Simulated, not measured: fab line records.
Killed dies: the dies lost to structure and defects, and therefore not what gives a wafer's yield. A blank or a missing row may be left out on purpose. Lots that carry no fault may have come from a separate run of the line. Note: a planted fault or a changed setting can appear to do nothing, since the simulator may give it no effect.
3 desks looking at one fault + flow n5-finfet + numbers are kept per desk, each desk with only its own; the story behind them comes last

THE TOOL OWNER'S DESK: rie-si-05
The tool's own readings at N5_SD_EPI_N_SD_RECESS_17 (chemistry HBr/Cl2/O2, target depth 41 nm, time 23.7 s, bt time 3 s): means of the sampled wafers that have a number, for each lot that ran on this tool. The brackets show how far a lot's mean lies from the usual mean; more than 4 standard deviations puts the lot out of limits, marked OUT.
Columns: A = drypump-motor-current-A at N5_SD_EPI_N_SD_RECESS_17, usual 5.7 A; B = oes-product-au at N5_SD_EPI_N_SD_RECESS_17, usual 0.998 a.u.; C = throttle-valve-pct at N5_SD_EPI_N_SD_RECESS_17, usual 37.1 %
| lot  | first seen here | A   | B     | C    |
|------|-----------------|-----|-------|------|
| L509 | day 3 00:34     | 5.9 | 1.014 | 37.0 |
| L510 | day 3 07:31     | 6.0 | 0.994 | 37.0 |
| L512 | day 3 19:34     | 5.8 | 1.005 | 36.9 |
| L517 | day 5 02:59     | 6.1 | 1.001 | 37.1 |
| L518 | day 5 06:56     | 6.1 | 1.004 | 37.0 |
| L524 | day 6 21:19     | 6.0 | 0.990 | 37.0 |
| L529 | day 8 00:29     | 6.0 | 1.010 | 37.0 |
| L531 | day 8 14:36     | 6.2 | 1.011 | 37.1 |
This desk found nothing out of limits on any of the 8 lots.

THE DEFECT DESK
Inspection counts along the route, by lot: the mean over sampled wafers that carry a number. The brackets show how far a lot's mean lies from the usual mean; more than 4 standard deviations puts the lot out of limits, marked OUT.
Columns: A = raw-defect-count at N5_BEOL_M4_INSPECT_59, usual 79
| lot  | first seen here | A   |
|------|-----------------|-----|
| L509 | day 8 11:39     | 88  |
| L510 | day 8 20:34     | 58  |
| L512 | day 9 02:59     | 57  |
| L514 | day 9 14:18     | 68  |
| L518 | day 10 12:53    | 94  |
| L517 | day 10 20:32    | 83  |
| L519 | day 10 21:53    | 51  |
| L524 | day 11 17:14    | 44  |
| L529 | day 13 10:22    | 134 |
| L531 | day 13 14:06    | 56  |
This desk found nothing out of limits on any of the 10 lots.

AT THE METROLOGY DESK
Lot by lot, what the gauges showed, no matter which tool ran the lot: averages of those sampled wafers that carry a number. The brackets show how far a lot's mean lies from the usual mean; more than 4 standard deviations puts the lot out of limits, marked OUT. Of its 13 readings 7 are shown: the one that was out of limits first, and those that lie furthest out on some lot.
Columns: A = CJ_N at N5_BEOL_M4_RC_MEAS_101, usual 4.33; B = DIBL_N at N5_BEOL_M4_RC_MEAS_101, usual 36.9 mV/V; C = IOFF_N at N5_BEOL_M4_RC_MEAS_101, usual 0.17 nA/um; D = IOFF_N_LONG at N5_BEOL_M4_RC_MEAS_101, usual 5.54e-05 nA/um; E = ION_N at N5_BEOL_M4_RC_MEAS_101, usual 674 uA/um; F = REXT_N at N5_BEOL_M4_RC_MEAS_101, usual 75.3 ohm.um; G = VT_N at N5_BEOL_M4_RC_MEAS_101, usual 249 mV
| lot  | first seen here | A               | B    | C    | D        | E   | F    | G   |
|------|-----------------|-----------------|------|------|----------|-----|------|-----|
| L509 | day 8 11:50     | 4.39            | 37.2 | 0.18 | 5.78e-05 | 689 | 73.7 | 246 |
| L510 | day 8 20:54     | 4.50            | 37.1 | 0.16 | 5.53e-05 | 660 | 76.8 | 251 |
| L512 | day 9 03:10     | 4.17            | 36.9 | 0.17 | 5.25e-05 | 677 | 74.3 | 249 |
| L514 | day 9 14:29     | 4.39            | 35.1 | 0.13 | 5.64e-05 | 667 | 75.3 | 252 |
| L518 | day 10 13:26    | 4.40            | 36.4 | 0.17 | 5.51e-05 | 675 | 76.3 | 250 |
| L517 | day 10 20:43    | 4.44            | 35.3 | 0.15 | 5.61e-05 | 670 | 78.3 | 251 |
| L519 | day 10 22:04    | 4.38            | 39.6 | 0.22 | 5.72e-05 | 689 | 75.5 | 244 |
| L524 | day 11 17:25    | 4.30            | 37.0 | 0.19 | 5.77e-05 | 676 | 75.4 | 247 |
| L529 | day 13 10:24    | 3.51 (-8.2) OUT | 35.0 | 0.12 | 4.92e-05 | 629 | 80.5 | 255 |
| L531 | day 13 14:08    | 3.83 (-5.0) OUT | 35.5 | 0.15 | 5.70e-05 | 645 | 77.0 | 251 |
This desk's result: L529, L531 out of limits, first on L529 (CJ_N at N5_BEOL_M4_RC_MEAS_101), day 13 10:24. In limits: L509, L510, L512, L514, L518, L517, L519, L524.

ALL TOGETHER
L529, L531 would have let the metrology desk raise an alarm at day 13 10:24.
Nothing out of limits was seen by the tool owner's desk.
Nothing the defect desk looked at was out of limits.
The tool owner's desk has L529, L531 on record, within its limits.
The defect desk has L529, L531 on record, within its limits.
Every lot named ran N5_SD_EPI_N_SD_RECESS_17 on rie-si-05.

WHAT THE SIMULATOR HAD PUT IN
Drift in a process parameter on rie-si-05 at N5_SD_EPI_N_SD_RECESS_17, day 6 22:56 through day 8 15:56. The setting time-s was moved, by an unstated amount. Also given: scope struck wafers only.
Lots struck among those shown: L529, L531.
Delay in hours, fault start to first out-of-limits reading, per desk: metrology desk 155.
